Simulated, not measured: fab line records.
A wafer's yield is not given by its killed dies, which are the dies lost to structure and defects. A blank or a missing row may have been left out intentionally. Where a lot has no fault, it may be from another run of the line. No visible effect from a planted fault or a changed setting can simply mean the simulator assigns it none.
fab line records	flow nandHarc	part 1 of 2: steps 1 to 21 of 26
record lots=5	wafers=15	lastDay=32
route steps=1302 shown A_CHANNEL_HOLE_D2@571
lots untouched by any fault: they come from a run of this same line in which no faults occurred
startH: the number of hours between the record's first day and the start of the first shown wafer of the lot	waitH: hours since the lot's step before	" as in the row above	L1.1+2: a row that stands for several wafers	- no value present, or no start provided	* or withheld: withheld	< > ~ a bound
route shown NAME@n: a module of which the file shows steps, and the number in the route of the first	usual: mean/standard deviation of fault-free wafers	same: alike in all rows	chamber/n: place in a boat	sites: per-site readings	_std_site: how widely they spread, as a standard deviation	_edge_site: mean of outer sites minus mean of inner sites	radiusMm: for every site, how far away it sits from the centre of the wafer	mask NAME#n: copy n	behind: tool/chamber where the wafer was last shaped	hold: why the lot was held/for how many hours/how that ended	device: transistor that didn't switch, given as n, p or np	end of line: tests of these same wafers at the route's end	step lacking rows: just its recipe	killed: count of dies lost to structure and defects at first sort (not the wafer's yield)	map: a wafer's dies, marking killed ones x, the rest . and places with no die _
set.NAME: the setting as run; set.NAME@STEP: as run at that earlier step	model.NAME: the simulator's own value behind a step, which no gauge read
lots at some steps of the route; a table a step, a row a wafer
services: when a tool's chamber went out of use (startH, in hours from the record's first day, below 0 if earlier), for how many hours, and the reason
## steps
# step NHARC_A_CHANNEL_HOLE_D2_DEP_01
# recipe targetThkA=1400	targetThkNm=140	tempC=400	pressureTorr=3.5	flowSccm=200	rfW=350	material=SiON
# usual heaterPowerW=754/81	showerheadVppV=1161/39
lot.wafer	tool	chamber	startH	waitH	heaterPowerW	showerheadVppV
L078.2	pecvd-04	1	318.54	1.3	843	1160
L078.3	"	0	"	"	774	1098
L078.6	"	0	"	"	792	1110
L079.2	pecvd-04	2	336.31	1.4	825	1160
L079.5	"	0	"	"	719	1106
L079.4	"	2	"	"	855	1155
L086.3	pecvd-02	2	399.67	1.0	755	1159
L086.2	"	1	"	"	692	1236
L086.6	"	0	"	"	663	1198
L093.1	pecvd-04	1	472.32	1.6	848	1143
L093.6	"	0	"	"	842	1076
L093.5	"	2	"	"	798	1157
L096.1	pecvd-04	2	503.34	1.6	731	1172
L096.2	"	1	"	"	749	1137
L096.3	"	2	"	"	751	1152
# step NHARC_A_CHANNEL_HOLE_D2_DEHYDRATE_02
# recipe tempC=150	timeS=120
# usual plateTempC=149.97/0.14
lot.wafer	tool	chamber	startH	waitH	plateTempC
L078.2	lithoTrack-01	0	318.82	0.2	149.97
L078.3	"	0	"	"	149.99
L078.6	"	0	"	"	149.82
L079.2	lithoTrack-04	0	336.53	0.2	149.70
L079.4	"	0	"	"	149.69
L079.5	"	0	"	"	149.79
L086.2	lithoTrack-01	0	399.95	0.2	150.03
L086.3	"	0	"	"	149.96
L086.6	"	0	"	"	149.85
L093.1	lithoTrack-06	0	472.56	0.2	150.03
L093.5	"	0	"	"	149.91
L093.6	"	0	"	"	150.09
L096.1	lithoTrack-06	0	503.70	0.3	150.03
L096.2	"	0	"	"	150.03
L096.3	"	0	"	"	149.93
# step NHARC_A_CHANNEL_HOLE_D2_HMDS_03
# recipe timeS=30
lot.wafer	tool	chamber	startH	waitH
L078.2+3+6	lithoTrack-01	0	-	-
L079.2+4+5	lithoTrack-04	0	-	-
L086.2+3+6	lithoTrack-01	0	-	-
L093.1+5+6	lithoTrack-06	0	-	-
L096.1+2+3	lithoTrack-06	0	-	-
# step NHARC_A_CHANNEL_HOLE_D2_COAT_36
# recipe tempC=260	timeS=75
# usual plateTempC=259.97/0.17
lot.wafer	tool	chamber	startH	waitH	plateTempC
L078.2	lithoTrack-01	0	-	-	259.95
L078.3	"	0	"	"	259.98
L078.6	"	0	"	"	259.90
L079.2	lithoTrack-04	0	-	-	259.87
L079.4	"	0	"	"	260.09
L079.5	"	0	"	"	260.21
L086.2	lithoTrack-01	0	-	-	259.95
L086.3	"	0	"	"	259.94
L086.6	"	0	"	"	260.02
L093.1	lithoTrack-06	0	-	-	259.80
L093.5	"	0	"	"	260.06
L093.6	"	0	"	"	259.91
L096.1	lithoTrack-06	0	-	-	260.03
L096.2	"	0	"	"	260.23
L096.3	"	0	"	"	259.71
# step NHARC_A_CHANNEL_HOLE_D2_COAT_37
# recipe tempC=225	timeS=65
# usual plateTempC=225.00/0.17
lot.wafer	tool	chamber	startH	waitH	plateTempC
L078.2	lithoTrack-01	0	-	-	224.99
L078.3	"	0	"	"	224.89
L078.6	"	0	"	"	225.06
L079.2	lithoTrack-04	0	-	-	225.13
L079.4	"	0	"	"	225.13
L079.5	"	0	"	"	225.04
L086.2	lithoTrack-01	0	-	-	224.76
L086.3	"	0	"	"	224.68
L086.6	"	0	"	"	224.84
L093.1	lithoTrack-06	0	-	-	224.80
L093.5	"	0	"	"	224.91
L093.6	"	0	"	"	224.83
L096.1	lithoTrack-06	0	-	-	225.21
L096.2	"	0	"	"	224.99
L096.3	"	0	"	"	225.14
# step NHARC_A_CHANNEL_HOLE_D2_COAT_04
# recipe spinRpm=1500	resistThkNm=90
lot.wafer	tool	chamber	startH	waitH
L078.2+3+6	lithoTrack-01	0	-	-
L079.2+4+5	lithoTrack-04	0	-	-
L086.2+3+6	lithoTrack-01	0	-	-
L093.1+5+6	lithoTrack-06	0	-	-
L096.1+2+3	lithoTrack-06	0	-	-
# step NHARC_A_CHANNEL_HOLE_D2_SOFTBAKE_05
# recipe tempC=105	timeS=55
# usual plateTempC=105.01/0.12
lot.wafer	tool	chamber	startH	waitH	plateTempC
L078.2	lithoTrack-01	0	-	-	104.78
L078.3	"	0	"	"	105.15
L078.6	"	0	"	"	105.01
L079.2	lithoTrack-04	0	-	-	105.02
L079.4	"	0	"	"	104.96
L079.5	"	0	"	"	105.06
L086.2	lithoTrack-01	0	-	-	105.27
L086.3	"	0	"	"	104.96
L086.6	"	0	"	"	105.11
L093.1	lithoTrack-06	0	-	-	105.10
L093.5	"	0	"	"	105.01
L093.6	"	0	"	"	105.16
L096.1	lithoTrack-06	0	-	-	105.00
L096.2	"	0	"	"	105.06
L096.3	"	0	"	"	105.04
# step NHARC_A_CHANNEL_HOLE_D2_EBR_06
lot.wafer	tool	chamber	startH	waitH
L078.2+3+6	lithoTrack-01	0	-	-
L079.2+4+5	lithoTrack-04	0	-	-
L086.2+3+6	lithoTrack-01	0	-	-
L093.1+5+6	lithoTrack-06	0	-	-
L096.1+2+3	lithoTrack-06	0	-	-
# step NHARC_A_CHANNEL_HOLE_D2_EXPOSE_07
# recipe na=1.35	targetCdNm=100	sigmaOuter=0.3	doseMj=59.65	maskId=HOLE_D2
# usual focusOffsetNm=-0.1/0.53
lot.wafer	tool	chamber	startH	waitH	mask	focusOffsetNm
L078.2	arfiScanner-03	0	319.13	-	HOLE_D2#0	-0.4
L078.3	"	0	"	"	HOLE_D2#0	-0.3
L078.6	"	0	"	"	HOLE_D2#0	-0.3
L079.2	arfiScanner-01	0	336.72	-	HOLE_D2#0	-0.3
L079.4	"	0	"	"	HOLE_D2#0	-0.8
L079.5	"	0	"	"	HOLE_D2#0	-0.5
L086.2	arfiScanner-02	0	400.26	-	HOLE_D2#0	0.5
L086.3	"	0	"	"	HOLE_D2#0	-0.7
L086.6	"	0	"	"	HOLE_D2#0	-0.1
L093.1	arfiScanner-02	0	472.87	-	HOLE_D2#0	0.4
L093.5	"	0	"	"	HOLE_D2#0	0.2
L093.6	"	0	"	"	HOLE_D2#0	0.5
L096.1	arfiScanner-01	0	504.01	-	HOLE_D2#0	-0.2
L096.2	"	0	"	"	HOLE_D2#0	0.2
L096.3	"	0	"	"	HOLE_D2#0	-0.7
# step NHARC_A_CHANNEL_HOLE_D2_PEB_08
# recipe pebTempC=100	pebTimeS=65
# usual plateTempC=99.99/0.13
lot.wafer	tool	chamber	startH	waitH	plateTempC
L078.2	lithoTrack-04	0	319.19	0.1	99.85
L078.3	"	0	"	"	99.92
L078.6	"	0	"	"	99.77
L079.2	lithoTrack-04	0	336.77	0.1	99.78
L079.4	"	0	"	"	100.02
L079.5	"	0	"	"	100.12
L086.2	lithoTrack-01	0	400.32	0.1	100.13
L086.3	"	0	"	"	99.84
L086.6	"	0	"	"	100.07
L093.1	lithoTrack-01	0	472.93	0.1	99.98
L093.5	"	0	"	"	100.08
L093.6	"	0	"	"	100.17
L096.1	lithoTrack-04	0	504.07	0.1	99.98
L096.2	"	0	"	"	100.01
L096.3	"	0	"	"	99.94
# step NHARC_A_CHANNEL_HOLE_D2_DEVELOP_09
# recipe developTimeS=35	devTempC=23
lot.wafer	tool	chamber	startH	waitH
L078.2+3+6	lithoTrack-04	0	-	-
L079.2+4+5	lithoTrack-04	0	-	-
L086.2+3+6	lithoTrack-01	0	-	-
L093.1+5+6	lithoTrack-01	0	-	-
L096.1+2+3	lithoTrack-04	0	-	-
# step NHARC_A_CHANNEL_HOLE_D2_CD_MEAS_10
# recipe targetCdNm=100	landingEnergyEv=500
# usual cdNm=100.0/0.46
lot.wafer	tool	chamber	startH	waitH	cdNm
L078.2	cdSem-01	0	319.27	-	99.9
L078.3	"	0	"	"	100.1
L078.6	"	0	"	"	100.3
L079.2	cdSem-02	0	336.85	-	99.8
L079.4	"	0	"	"	99.4
L079.5	"	0	"	"	99.6
L086.2	cdSem-01	0	400.40	-	100.3
L086.3	"	0	"	"	100.3
L086.6	"	0	"	"	100.4
L093.1	cdSem-03	0	473.01	-	100.5
L093.5	"	0	"	"	100.5
L093.6	"	0	"	"	100.6
L096.1	cdSem-03	0	504.15	-	99.3
L096.2	"	0	"	"	99.7
L096.3	"	0	"	"	99.8
# step NHARC_A_CHANNEL_HOLE_D2_OVL_MEAS_11
# usual overlayXNm=0.0/0.81	overlayYNm=0.0/0.76
lot.wafer	tool	chamber	startH	waitH	overlayXNm	overlayYNm
L078.2	overlay-02	-	319.35	-	0.7	0.2
L078.3	"	-	"	"	1.2	0.8
L078.6	"	-	"	"	0.5	0.1
L079.2	overlay-02	-	336.94	-	-1.0	-1.8
L079.4	"	-	"	"	-0.7	-0.8
L079.5	"	-	"	"	-0.7	-1.0
L086.2	overlay-02	-	400.48	-	-0.7	0.6
L086.3	"	-	"	"	-1.4	1.2
L086.6	"	-	"	"	-1.1	0.7
L093.1	overlay-01	-	473.10	-	-0.6	-0.3
L093.5	"	-	"	"	-0.8	-0.4
L093.6	"	-	"	"	-0.7	-0.2
L096.1	overlay-01	-	504.24	-	-0.5	0.3
L096.2	"	-	"	"	-0.5	0.2
L096.3	"	-	"	"	-0.5	-0.2
# step NHARC_A_CHANNEL_HOLE_D2_INSPECT_12
# usual rawDefectCount=32/22
lot.wafer	tool	chamber	startH	waitH	rawDefectCount
L078.2	defectInspect-01	-	319.39	0.0	50
L078.3	"	-	"	"	63
L078.6	"	-	"	"	53
L079.2	defectInspect-02	-	336.98	0.0	64
L079.4	"	-	"	"	43
L079.5	"	-	"	"	64
L086.2	defectInspect-02	-	400.52	0.0	12
L086.3	"	-	"	"	13
L086.6	"	-	"	"	7
L093.1	defectInspect-02	-	473.13	0.0	22
L093.5	"	-	"	"	16
L093.6	"	-	"	"	16
L096.1	defectInspect-02	-	504.28	0.0	18
L096.2	"	-	"	"	26
L096.3	"	-	"	"	26
# step NHARC_A_CHANNEL_HOLE_D2_DESCUM_15
# recipe timeS=3	o2FlowSccm=200	arFlowSccm=0	biasPowerW=0	chemistry=O2
# usual drypumpMotorCurrentA=5.8/0.38	oesProductAu=0.999/0.0075	rfVppV=57.8/0.87	showerheadPlenumPTorr=1.92/0.081	throttleValvePct=11.311/0.0082
# same biasPowerW=0
lot.wafer	tool	chamber	startH	waitH	drypumpMotorCurrentA	oesProductAu	rfHoursCounterH	rfVppV	showerheadPlenumPTorr	throttleValvePct
L078.2	rieDiel-12	0	319.46	0.1	5.8	0.996	1.4	57.9	1.79	11.315
L078.3	"	1	"	"	5.5	0.992	4.1	58.9	2.06	11.315
L078.6	"	0	"	"	5.8	0.999	-	57.9	1.79	11.317
L079.2	rieDiel-12	1	337.05	0.1	5.5	0.999	4.7	57.1	2.06	11.320
L079.4	"	2	"	"	5.8	1.000	4.3	58.3	1.91	11.314
L079.5	"	1	"	"	5.4	1.002	-	58.0	2.06	11.304
L086.2	rieDiel-08	2	400.58	0.1	6.1	1.000	0.8	57.6	1.98	11.308
L086.3	"	1	"	"	6.4	0.991	0.6	58.0	1.87	11.314
L086.6	"	3	"	"	5.3	1.007	-	58.4	1.90	11.309
L093.1	rieDiel-05	0	473.22	0.1	6.1	1.001	3.5	56.9	1.84	11.312
L093.5	"	1	"	"	6.5	0.998	-	57.8	2.04	11.328
L093.6	"	2	"	"	5.6	0.991	-	58.1	1.88	11.313
L096.1	rieDiel-08	2	504.34	0.1	6.1	1.000	5.8	56.3	1.97	11.322
L096.3	"	3	"	"	5.3	1.006	6.5	56.6	1.90	11.310
L096.2	"	0	"	"	5.2	1.006	6.2	58.5	1.95	11.317
# step NHARC_A_CHANNEL_HOLE_D2_ETCH_38
# recipe targetDepthA=390	overEtchFrac=0.3	timeS=65	ionEnergyEv=80	cf4FlowSccm=150	arFlowSccm=0	rfW=300	biasW=100	chemistry=CF4
# usual drypumpMotorCurrentA=5.8/0.4	oesProductAu=0.998/0.0081	rfVppV=151.4/1.3	showerheadPlenumPTorr=1.77/0.072	throttleValvePct=13.284/0.0096
lot.wafer	tool	chamber	startH	waitH	drypumpMotorCurrentA	oesProductAu	rfHoursCounterH	rfVppV	showerheadPlenumPTorr	throttleValvePct
L078.2	rieDiel-12	1	319.55	0.1	5.5	0.988	4.1	152.5	1.89	13.282
L078.3	"	2	"	"	5.7	0.996	3.7	150.1	1.77	13.296
L078.6	"	0	"	"	5.9	0.982	-	148.7	1.66	13.289
L079.2	rieDiel-12	0	337.13	0.1	5.9	0.987	2.3	149.4	1.66	13.284
L079.4	"	1	"	"	5.5	0.998	4.7	152.7	1.89	13.276
L079.5	"	0	"	"	5.8	0.998	-	149.3	1.66	13.281
L086.2	rieDiel-08	2	400.68	0.1	6.1	1.000	0.8	151.8	1.82	13.290
L086.3	"	3	"	"	5.3	1.007	0.9	153.4	1.76	13.300
L086.6	"	1	"	"	6.4	0.998	-	150.8	1.73	13.296
L093.1	rieDiel-05	3	473.30	0.1	6.0	1.007	3.6	151.7	1.81	13.272
L093.5	"	0	"	"	6.1	0.988	-	150.9	1.71	13.296
L093.6	"	1	"	"	6.5	0.996	-	153.1	1.88	13.291
L096.1	rieDiel-08	0	504.60	0.3	5.2	0.993	6.4	151.4	1.80	13.292
L096.2	"	2	"	"	6.1	0.996	6.0	153.1	1.82	13.288
L096.3	"	3	"	"	5.3	0.998	6.7	152.5	1.76	13.285
# step NHARC_A_CHANNEL_HOLE_D2_ETCH_39
# recipe targetDepthA=2600	overEtchFrac=0.3	timeS=325	ionEnergyEv=200	n2FlowSccm=150	h2FlowSccm=150	arFlowSccm=0	rfW=400	biasW=150	chemistry=N2/H2
# usual drypumpMotorCurrentA=5.8/0.39	oesProductAu=0.999/0.0076	rfVppV=430.7/2.5	showerheadPlenumPTorr=2.05/0.089	throttleValvePct=14.170/0.0098
lot.wafer	tool	chamber	startH	waitH	drypumpMotorCurrentA	oesProductAu	rfHoursCounterH	rfVppV	showerheadPlenumPTorr	throttleValvePct
L078.2	rieDiel-12	3	-	-	5.6	0.988	3.8	427.4	1.92	14.172
L078.3	"	0	"	"	5.8	0.983	1.5	427.0	1.90	14.175
L078.6	"	1	"	"	5.5	0.985	-	433.2	2.20	14.171
L079.4	rieDiel-12	2	-	-	5.8	0.999	4.4	431.6	2.04	14.163
L079.2	"	0	"	"	5.9	1.002	2.3	428.2	1.90	14.182
L079.5	"	1	"	"	5.5	0.991	-	435.3	2.20	14.159
L086.2	rieDiel-08	2	-	-	6.1	1.009	0.9	432.7	2.11	14.170
L086.3	"	3	"	"	5.3	1.014	0.9	430.2	2.03	14.163
L086.6	"	1	"	"	6.4	0.994	-	429.3	1.99	14.165
L093.1	rieDiel-05	1	-	-	6.5	0.993	3.5	433.1	2.18	14.164
L093.5	"	3	"	"	6.0	1.006	-	433.0	2.09	14.171
L093.6	"	0	"	"	6.1	0.996	-	428.8	1.96	14.177
L096.3	rieDiel-08	2	-	-	6.1	1.000	6.1	432.4	2.11	14.157
L096.2	"	3	"	"	5.3	1.007	6.8	430.2	2.03	14.189
L096.1	"	0	"	"	5.2	1.003	6.4	431.9	2.08	14.164
# step NHARC_A_CHANNEL_HOLE_D2_ETCH_34
# recipe targetDepthA=1540	timeS=77	cf4FlowSccm=100	chf3FlowSccm=30	arFlowSccm=0	rfW=500	biasW=200	chemistry=CF4/CHF3
# usual drypumpMotorCurrentA=5.8/0.39	oesProductAu=0.952/0.02	rfVppV=370.9/2.4	showerheadPlenumPTorr=1.58/0.064	throttleValvePct=16.802/0.0089
lot.wafer	tool	chamber	startH	waitH	drypumpMotorCurrentA	oesProductAu	rfHoursCounterH	rfVppV	showerheadPlenumPTorr	throttleValvePct
L078.2	rieDiel-12	2	-	-	5.8	0.972	3.9	371.4	1.57	16.803
L078.3	"	0	"	"	5.8	0.951	1.5	366.2	1.48	16.798
L078.6	"	3	"	"	5.6	0.949	-	368.9	1.49	16.793
L079.4	rieDiel-12	3	-	-	5.6	0.974	4.8	367.6	1.49	16.816
L079.2	"	0	"	"	5.8	0.970	2.4	366.2	1.48	16.795
L079.5	"	0	"	"	5.8	0.961	-	367.7	1.48	16.780
L086.2	rieDiel-08	1	-	-	6.4	0.916	0.8	370.6	1.54	16.797
L086.3	"	2	"	"	6.1	0.923	0.9	372.0	1.62	16.818
L086.6	"	1	"	"	6.4	0.930	-	368.9	1.54	16.809
L093.1	rieDiel-05	2	-	-	5.6	0.954	3.6	368.4	1.55	16.805
L093.6	"	0	"	"	6.1	0.970	-	369.2	1.52	16.813
L093.5	"	1	"	"	6.4	0.956	-	373.9	1.67	16.799
L096.3	rieDiel-08	2	-	-	6.1	0.931	6.3	372.6	1.62	16.811
L096.1	"	3	"	"	5.3	0.938	7.0	370.0	1.56	16.794
L096.2	"	0	"	"	5.2	0.933	6.6	370.7	1.60	16.816
# step NHARC_A_CHANNEL_HOLE_D2_ETCH_16
# recipe targetDepthA=31000	overEtchFrac=0.3	timeS=806	ionEnergyEv=150	o2FlowSccm=400	cosFlowSccm=20	arFlowSccm=0	rfW=500	biasW=300	chemistry=O2/COS
# usual drypumpMotorCurrentA=5.8/0.38	oesProductAu=0.999/0.0075	rfVppV=314.1/2	showerheadPlenumPTorr=3.12/0.13	throttleValvePct=28.330/0.0091
lot.wafer	tool	chamber	startH	waitH	drypumpMotorCurrentA	oesProductAu	rfHoursCounterH	rfVppV	showerheadPlenumPTorr	throttleValvePct
L078.3	rieDiel-12	1	-	-	5.5	0.989	4.5	318.8	3.34	28.324
L078.2	"	2	"	"	5.8	0.993	4.0	313.8	3.12	28.337
L078.6	"	0	"	"	5.8	1.000	-	312.5	2.93	28.321
L079.4	rieDiel-12	3	-	-	5.6	0.992	4.9	312.8	2.95	28.339
L079.2	"	0	"	"	5.9	0.997	2.5	310.6	2.93	28.340
L079.5	"	3	"	"	5.7	0.994	-	312.5	2.95	28.331
L086.3	rieDiel-08	0	-	-	5.1	1.008	1.0	314.4	3.18	28.331
L086.2	"	3	"	"	5.3	1.004	1.1	314.1	3.11	28.326
L086.6	"	1	"	"	6.4	0.999	-	313.7	3.06	28.330
L093.1	rieDiel-05	3	-	-	6.0	0.997	4.0	314.0	3.20	28.332
L093.5	"	2	"	"	5.6	0.997	-	313.8	3.07	28.316
L093.6	"	3	"	"	6.0	1.014	-	315.4	3.20	28.329
L096.2	rieDiel-08	3	-	-	5.3	1.017	7.6	314.2	3.10	28.341
L096.1	"	0	"	"	5.2	1.005	7.2	314.5	3.18	28.318
L096.3	"	2	"	"	6.1	0.998	6.9	314.8	3.22	28.326
# step NHARC_A_CHANNEL_HOLE_D2_CD_MEAS_18
# usual cdNm=98.7/1.6
lot.wafer	tool	chamber	startH	waitH	cdNm
L078.2	cdSem-01	-	320.56	-	98.4
L078.3	"	-	"	"	101.3
L078.6	"	-	"	"	99.9
L079.2	cdSem-01	-	338.15	-	96.0
L079.4	"	-	"	"	98.6
L079.5	"	-	"	"	97.1
L086.2	cdSem-02	-	402.09	-	100.2
L086.3	"	-	"	"	100.3
L086.6	"	-	"	"	99.9
L093.1	cdSem-01	-	474.30	-	101.4
L093.5	"	-	"	"	101.3
L093.6	"	-	"	"	99.1
L096.1	cdSem-01	-	506.20	-	97.4
L096.2	"	-	"	"	97.8
L096.3	"	-	"	"	100.4
# step NHARC_A_CHANNEL_HOLE_D2_ETCH_19
# recipe biasV=1200	sourceW=2500	pressureMtorr=15	timeS=34.5	arFlowSccm=375	c4f8FlowSccm=28.8	o2FlowSccm=96.2	tempC=-20	targetDepthA=*	chemistry=C4F8/O2/Ar
# usual drypumpMotorCurrentA=6.0/0.63	oesAirLineAu=0.997/0.02	showerheadPlenumPTorr=3.73/0.1	throttleValvePct=37.038/0.0091
lot.wafer	tool	chamber	startH	waitH	drypumpMotorCurrentA	oesAirLineAu	rfHoursCounterH	showerheadPlenumPTorr	throttleValvePct
L078.2	harEtch-02	1	320.63	0.1	5.0	1.005	356	3.63	37.036
L078.3	"	0	"	"	6.3	1.010	-	3.78	37.048
L078.6	"	1	"	"	5.0	0.986	-	3.63	37.049
L079.2	harEtch-01	0	338.22	0.1	6.2	0.996	187	3.72	37.037
L079.4	"	0	"	"	6.2	0.978	-	3.72	37.045
L079.5	"	0	"	"	6.1	0.997	-	3.72	37.027
L086.2	harEtch-02	1	406.06	4.0	5.0	1.027	4	3.98	37.036
L086.3	"	1	"	"	5.0	1.026	-	3.98	37.048
L086.6	"	0	"	"	6.3	1.004	-	3.75	37.030
L093.1	harEtch-01	1	474.72	0.4	6.7	0.992	267	3.67	37.049
L093.5	"	1	"	"	6.7	0.998	-	3.67	37.036
L093.6	"	0	"	"	6.2	1.000	-	3.67	37.049
L096.1	harEtch-02	0	507.79	1.6	6.3	1.013	65	3.72	37.032
L096.2	"	1	"	"	5.0	1.010	65	3.95	37.024
L096.3	"	1	"	"	5.0	0.987	-	3.95	37.044
